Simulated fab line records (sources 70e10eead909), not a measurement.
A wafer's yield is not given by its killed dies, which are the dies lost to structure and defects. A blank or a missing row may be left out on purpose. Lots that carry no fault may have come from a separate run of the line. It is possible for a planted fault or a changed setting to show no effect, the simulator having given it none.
Matching of chambers -- flow nand harc -- NHARC_P_M2_PRE_CLEAN_32 on pecvd-01 has 3 sister chambers
The step time 12 s. 6 wafers are shown with their chamber, then 11 later ones without.

== WAFERS PAIRED WITH THEIR CHAMBERS ==
wafer,chamber,heater power w (W),rf fwd power W (W)
L082.3,2,585,292.8
L083.4,2,643,292.5
L087.1,0,767,292.8
L087.4,0,773,292.9
L087.5,1,630,292.3
L088.2,1,637,291.9

== WAFERS WITH NO CHAMBER GIVEN ==
wafer,heater power w (W),rf fwd power W (W)
L088.3,737,290.7
L088.6,632,293.5
L090.1,606,295.2
L090.3,654,290.9
L090.5,605,293.9
L093.1,630,292.0
L093.2,624,293.6
L093.5,608,292.7
L094.2,535,290.6
L094.5,517,293.0
L094.6,625,292.8

== WHICH CHAMBER EACH WENT THROUGH ==
wafer,from the rows above,in truth
L088.3,1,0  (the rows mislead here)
L088.6,2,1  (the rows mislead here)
L090.1,can't be placed: 2 or 0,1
L090.3,1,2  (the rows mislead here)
L090.5,2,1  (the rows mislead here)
L093.1,1,1
L093.2,2,2
L093.5,2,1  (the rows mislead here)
L094.2,1,1
L094.5,2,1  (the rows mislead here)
L094.6,2,2
Placed correctly: 4 of 11. From these rows, 1 cannot be placed; in 0 the true chamber is one of the candidates. 6 placed wrongly.
How it was worked out, from the rows above alone: a wafer's distance from a chamber is the root of the sum, over the readings, of the square of ((its reading less the chamber's mean) divided by the reading's scatter). If the next closest chamber is less than 2 further off than the closest, the wafer can't be placed; otherwise it belongs to the closest. For every chamber, the mean is computed from those of its wafers that are shown. How the scatter is found: for the shown wafers, subtract from each reading the mean of its chamber, square and add these, divide the total by (wafers less chambers), then take the root.
